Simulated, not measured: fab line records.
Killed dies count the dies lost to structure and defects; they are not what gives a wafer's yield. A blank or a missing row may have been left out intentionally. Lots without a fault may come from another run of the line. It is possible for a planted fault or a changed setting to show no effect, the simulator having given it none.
Matching of chambers ; flow n5Finfet ; N5_BEOL_M0_SAQP_SPACER2_ETCHBACK_27 on rieDiel-04 has 4 sister chambers
The step etches SiO2 in CHF3/O2, target depth 22.5 nm, time 11.25 s. 16 wafers are shown with their chamber, then 8 later ones without.

== WAFERS, EACH WITH ITS CHAMBER ==
wafer;chamber;drypumpMotorCurrentA (A);showerheadPlenumPTorr (Torr);rfVppV (V)
L074.3;2;5.7;2.49;520
L074.5;2;5.8;2.49;521
L074.6;0;4.7;2.32;529
L075.3;1;6.1;2.40;531
L075.4;2;5.7;2.49;520
L075.6;1;6.1;2.40;532
L086.2;1;6.1;2.39;533
L086.3;2;5.8;2.48;519
L086.5;0;4.7;2.30;528
L087.3;3;5.9;2.38;528
L087.4;1;6.1;2.39;533
L087.5;1;6.1;2.39;531
L091.1;2;5.8;2.48;520
L091.2;3;6.0;2.38;527
L091.6;3;6.0;2.38;526
L092.1;3;5.9;2.38;528

SIGNATURES (means of the wafers above)
reading;chamber 0;chamber 1;chamber 2;chamber 3;scatter within a chamber
drypumpMotorCurrentA;4.700;6.100;5.760;5.950;0.0428
showerheadPlenumPTorr;2.3100;2.3940;2.4860;2.3800;0.00606
rfVppV;528.50;532.00;520.00;527.25;0.878
Rule: a wafer's distance from a chamber is the root of the sum, over the readings, of the square of ((its reading less the chamber's mean) divided by the reading's scatter). If the next closest chamber is less than 2 further off than the closest, the wafer can't be placed; otherwise it belongs to the closest. The scatter is the square root of a quotient: the sum, over the shown wafers, of each reading's squared deviation from its chamber's mean, divided by wafers minus chambers.

== WAFERS WHOSE CHAMBER IS MISSING ==
wafer;drypumpMotorCurrentA (A);showerheadPlenumPTorr (Torr);rfVppV (V)
L092.3;6.1;2.38;532
L092.4;5.7;2.48;519
L093.2;5.7;2.48;520
L093.4;4.7;2.30;526
L093.5;4.7;2.30;527
L097.1;5.9;2.38;526
L097.3;5.7;2.47;519
L097.5;4.7;2.30;528

== WHICH CHAMBER EACH ONE RAN IN ==
wafer;from the rows above;in truth
L092.3;1;1
L092.4;2;2
L093.2;2;2
L093.4;0;0
L093.5;0;0
L097.1;3;3
L097.3;2;2
L097.5;0;0
Correct placement for 8 of the 8. From these rows, 0 cannot be placed. Wrongly placed: 0.
